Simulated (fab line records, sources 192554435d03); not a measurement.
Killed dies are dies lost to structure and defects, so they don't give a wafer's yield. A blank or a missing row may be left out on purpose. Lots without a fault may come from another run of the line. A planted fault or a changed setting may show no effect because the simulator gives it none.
A struck lot beside a sound one | flow n5_finfet | 40 steps out of a route of 1938
Sound: wafers L441.1, L441.3, L441.4. Struck: wafers L454.1, L454.4, L454.5. The cause comes at the end.
At each step with rows: each side's tool, then ch and its chambers, then its first start. Under that, the readings that differ: sound wafers | struck wafers | difference of the means | sigmas: that difference in standard deviations of wafers without a fault.
alike: readings whose means differ by less than 2 such deviations, and words and numbers that are the same on both sides. not compared: withheld readings, readings that some wafer has no value for, bounds like >300 that may hide the same value, and numbers for which the record gives no deviation and whose values overlap.
The two part at a step that has a row with sigmas, a row that says differs or no value, or rows on one side only. Numbers that don't overlap but have no deviation are shown without sigmas and don't part them. A reading that every wafer of one side lacks parts them only if that side has two wafers or more.

N5_MOL_CONTACT_COAG_SIL_ANNEAL_21: time 60 s.
  sound on rtp_anneal-01 ch 0, day 5 11:43; struck on rtp_anneal-01 ch 0, day 8 17:10
  alike: lamp_power_pct, wafer_temp_C_max
then, 4 steps without rows for these wafers: N5_MOL_CONTACT_COAG_PRE_CLEAN_141 (time 60 s); N5_MOL_CONTACT_COAG_SPUTTER_143 (material Co, target thk 2.5 nm); N5_MOL_CONTACT_COAG_CO_FILL_22 (material Co, precursor CCTBA/H2, target thk 20 nm); N5_MOL_CONTACT_COAG_ANNEAL_113 (time 300 s).
N5_MOL_CONTACT_COAG_PRE_CLEAN_142: time 60 s.
  sound on pvd_sputter-02, day 5 14:52; struck on pvd_sputter-03, day 9 00:09
  alike: heater_power_w
then, 3 steps without rows for these wafers: N5_MOL_CONTACT_COAG_SPUTTER_130 (material Co, target thk 47.5 nm); N5_MOL_CONTACT_COAG_PRECLEAN_125 (cleans in DIW, time 57.5 s); N5_MOL_CONTACT_COAG_SRD_126 (dry time 32 s).
N5_MOL_CONTACT_COAG_CMP_23: polishes, stops on SiO2, t overpolish 1.5 s, target thk 0 nm.
  sound on cmp-01 ch 1,2,3, day 5 15:07; struck on cmp-04 ch 0,2, day 9 00:23
  reading                | sound          | struck      | difference | sigmas
  time_to_endpoint_s (s) | 11.4 12.3 12.5 | 5.2 8.0 9.5 | -4.5       | -2
  alike: motor_current_A, overpolish_run_s
N5_MOL_CONTACT_COAG_WET_ETCH_26: target Co, target depth 13 nm.
  sound on wet_bench-05 ch 1,4,6, day 5 15:28; struck on wet_bench-04 ch 5,6,7, day 9 00:45
then, 14 steps without rows for these wafers: N5_MOL_CONTACT_COAG_WET_ETCH_116 (etches the open film in SC1-inhibited, target depth 4.6 nm, rinse time 30 s); N5_MOL_CONTACT_COAG_ALD_27 (deposits SiOC, target thk 17 nm, pulse time 1.5 s, time 2720 s); N5_MOL_CONTACT_COAG_CMP_28 (polishes, stops on SiNx, t overpolish 0.85 s, target thk 14.522 nm); N5_MOL_CONTACT_COAG_ALD_123 (deposits SiNx, target thk 5 nm, pulse time 1 s, purge time 2 s); N5_MOL_CONTACT_COAG_PECVD_31 (deposits SiO2 from TEOS/O2, target thk 46 nm, time 8.9 s); N5_MOL_CONTACT_COAG_COAT_75 (time 60 s, resist thk 60 nm); N5_MOL_CONTACT_COAG_COAT_76 (time 60 s, resist thk 10 nm); N5_MOL_CONTACT_COAG_COAT_77 (time 60 s, resist thk 10 nm); N5_MOL_CONTACT_COAG_COAT_78 (resist thk 40 nm); N5_MOL_CONTACT_COAG_EBR_80; N5_MOL_CONTACT_COAG_SOFTBAKE_79 (time 60 s); N5_MOL_CONTACT_COAG_EXPOSE_81 (exposes mask VG, defocus 0 nm); N5_MOL_CONTACT_COAG_PEB_82 (peb time 60 s); N5_MOL_CONTACT_COAG_DEVELOP_83 (develop time 30 s).
N5_MOL_CONTACT_COAG_CD_MEAS_84: target cd 25.1 nm.
  sound on cd_sem-01 ch 0, day 5 18:52; struck on cd_sem-01 ch 0, day 9 03:58
  alike: cd_nm
N5_MOL_CONTACT_COAG_OVL_MEAS_85:
  sound on overlay-02 ch 0, day 5 18:53; struck on overlay-02 ch 0, day 9 03:59
  alike: VG_OVL
N5_MOL_CONTACT_COAG_INSPECT_57: inspects for defects (brightfield).
  sound on defect_inspect-02, day 5 18:57; struck on defect_inspect-02, day 9 04:03
  alike: raw_defect_count
N5_MOL_CONTACT_COAG_DESCUM_88: chemistry O2, time 7 s.
  sound on rie_diel-04 ch 1,2, day 5 19:32; struck on rie_diel-01 ch 0,2, day 9 04:05
  alike: drypump_motor_current_A, oes_product_au, rf_vpp_V, showerhead_plenum_p_Torr, throttle_valve_pct
  not compared: rf_hours_counter_h
then, 2 steps without rows for these wafers: N5_MOL_CONTACT_COAG_ETCH_89 (etches underlayer in N2/H2, target depth 13 nm, time 10.4 s); N5_MOL_CONTACT_COAG_ETCH_90 (etches SiARC in CF4, target depth 13 nm, time 21.7 s).
N5_MOL_CONTACT_COAG_ALD_131: deposits SiO2, target thk 5 nm, pulse time 1 s, co reactant pulse time 1 s.
  sound on ald_sin-04 ch 0,1,3, day 5 19:41; struck on ald_sin-02 ch 1,2, day 9 04:13
  alike: heater_power_outer_w, heater_power_w, precursor_pulse_height_rel
then, 7 steps without rows for these wafers: N5_MOL_CONTACT_COAG_ETCHBACK_132 (etches SiO2 in CHF3, target depth 10 nm, time 6.7 s); N5_MOL_CONTACT_COAG_ETCH_91 (etches SOC in N2/H2, target depth 60 nm, overetch 21 nm, time 101.2 s); N5_MOL_CONTACT_COAG_STRIP_92 (strips in N2/H2); N5_MOL_CONTACT_COAG_STRIP_93 (strips in N2/H2); N5_MOL_CONTACT_COAG_ETCHBACK_135 (etches SiO2 in CHF3, target depth 25 nm, time 16.7 s); N5_MOL_CONTACT_COAG_STRIP_118 (strips in CHF3); N5_MOL_CONTACT_COAG_VIA_ETCH_46 (etches SiO2 in C4F6/O2, target depth 46 nm, overetch 9.2 nm, time 40 s).
-- the record jumps here: 9 days lie between the struck wafers' starts before and after (it left off in module MOL_CONTACT_COAG and takes up again in module PASSIVATION, whose first step shown is number 1936 of the route) --
N5_PASSIVATION_PROBE_49:
  the record has rows for the struck wafers here (prober-01, day 18 11:17) and none for the sound ones

WHERE THEY PART
First at N5_MOL_CONTACT_COAG_CMP_23; last, within this record, at N5_PASSIVATION_PROBE_49.

WHY: what the simulator had put in
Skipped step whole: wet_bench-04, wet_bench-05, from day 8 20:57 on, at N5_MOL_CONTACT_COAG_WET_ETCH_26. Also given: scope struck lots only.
